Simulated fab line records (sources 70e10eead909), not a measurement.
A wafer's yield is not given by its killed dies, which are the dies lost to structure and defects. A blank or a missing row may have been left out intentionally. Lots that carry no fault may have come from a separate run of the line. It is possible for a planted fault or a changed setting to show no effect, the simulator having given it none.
A struck lot beside a sound one :: flow nandHarc :: 22 out of 1159 route steps
Sound: these wafers, L505.2, L505.4, L505.5. Struck: wafers L506.1, L506.5, L506.6. At the end, the cause is stated.
For every step that has rows: the tool of each side, followed by ch and its chambers, followed by its first start. Under that, the readings that differ: sound wafers :: struck wafers :: difference of the means :: sigmas: that difference in standard deviations of wafers without a fault.
alike: same words and numbers on both sides, and readings whose means sit less than 2 such deviations apart. not compared: any withheld reading, any reading some wafer has no value for, any bound like >300 that may hide the same value, and any number with overlapping values for which the record gives no deviation.
A row with sigmas, a row that says differs or no value, or rows on one side alone: a step with any of these is where the two part. Numbers that don't overlap but have no deviation are shown without sigmas and don't part them. A reading missing from all wafers of one side parts the sides only when that side holds two or more wafers.

first, 1 step without rows for these wafers: NHARC_A_CONTACT_STRIP_27 (strips in post etch residue remover, time 600 s).
NHARC_A_CONTACT_ALD_18: deposits TiN, target thk 3 nm, pulse time 1 s, ald cycles 150.
  sound on aldMetal-02 ch 0,2,3, day 18 06:57; struck on aldMetal-02 ch 0,2,3, day 19 11:53
  alike: heaterPowerW, precursorPulseHeightRel
NHARC_A_CONTACT_CVD_19: deposits W, target thk 300 nm, time 802 s.
  sound on cvdW-01 ch 0; struck on cvdW-01 ch 0,1
  alike: heaterPowerW, throttleValvePct
NHARC_A_CONTACT_CMP_20: polishes, t overpolish 30 s, target thk 300 nm.
  sound on cmp-03 ch 0,3, day 18 10:14; struck on cmp-04 ch 0,1,3, day 19 13:11
  alike: motorCurrentA, overpolishRunS, timeToEndpointS
next, for these wafers, 1 step has no rows: NHARC_A_CONTACT_SRD_22.
NHARC_A_CONTACT_INSPECT_23:
  sound on defectInspect-02, day 18 10:38; struck on defectInspect-01, day 19 13:32
reading: rawDefectCount
sound: 275 337 291
struck: 694 473 583
difference: +282
sigmas: +3
then, 5 steps without rows for these wafers: NHARC_A_BLC_DEHYDRATE_00 (time 120 s); NHARC_A_BLC_HMDS_01 (time 30 s); NHARC_A_BLC_COAT_02 (time 75 s); NHARC_A_BLC_COAT_03 (time 65 s); NHARC_A_BLC_COAT_04 (resist thk 90 nm).
NHARC_A_BLC_SOFTBAKE_05: time 55 s.
  sound on lithoTrack-04 ch 0, day 18 10:00; struck on lithoTrack-04 ch 0, day 19 13:00
reading: heaterPowerTotalW (W)
sound: 188.46 188.71 188.57
struck: 165.56 165.53 165.70
difference: -22.98
sigmas: -99 or more
then, 4 steps without rows for these wafers: NHARC_A_BLC_EBR_06; NHARC_A_BLC_EXPOSE_07 (exposes mask A BLC, target cd 100 nm); NHARC_A_BLC_PEB_08 (peb time 65 s); NHARC_A_BLC_DEVELOP_09 (develop time 35 s).
NHARC_A_BLC_CD_MEAS_10 targets a cd of 100 nm.
  sound on cdSem-01 ch 0, day 18 11:08; struck on cdSem-01 ch 0, day 19 14:04
  alike: cdNm
NHARC_A_BLC_OVL_MEAS_11:
  sound on overlay-02, day 18 11:13; struck on overlay-01, day 19 14:08
reading: overlayXNm (nm)
sound: 0.8 0.4 0.1
struck: -1.6 -1.8 -1.5
difference: -2.1
sigmas: -2
  alike: overlayYNm
NHARC_A_BLC_INSPECT_12:
  sound on defectInspect-02, day 18 11:16; struck on defectInspect-01, day 19 14:11
  alike: rawDefectCount
NHARC_A_BLC_DESCUM_15: chemistry O2, time 3 s.
  sound on rieDiel-13 ch 0,1,3, day 18 11:19; struck on rieDiel-13 ch 1,2, day 19 14:15
  alike: drypumpMotorCurrentA, oesProductAu, rfVppV, showerheadPlenumPTorr, throttleValvePct
  not compared: rfHoursCounterH, model.A_BLC.cdNm
NHARC_A_BLC_ETCH_16: etches the open film in CF4, target depth 39 nm, time 65 s.
  sound on rieDiel-13 ch 0,3, day 18 11:26; struck on rieDiel-13 ch 2,3, day 19 14:20
reading: biasW (W)
sound: 100.8 100.0 100.5
struck: 99.9 99.7 99.7
difference: -0.7
sigmas: -2
  alike: drypumpMotorCurrentA, oesProductAu, rfVppV, showerheadPlenumPTorr, throttleValvePct
  not compared: rfHoursCounterH
NHARC_END_SORT_01:
  here the record holds rows for the struck wafers (prober-02 ch 0, day 21 11:50) but none for the sound ones

## WHERE THEY PART
Earliest at NHARC_A_CONTACT_INSPECT_23; latest, in this record, at NHARC_END_SORT_01.

WHY: what had been put in by the simulator
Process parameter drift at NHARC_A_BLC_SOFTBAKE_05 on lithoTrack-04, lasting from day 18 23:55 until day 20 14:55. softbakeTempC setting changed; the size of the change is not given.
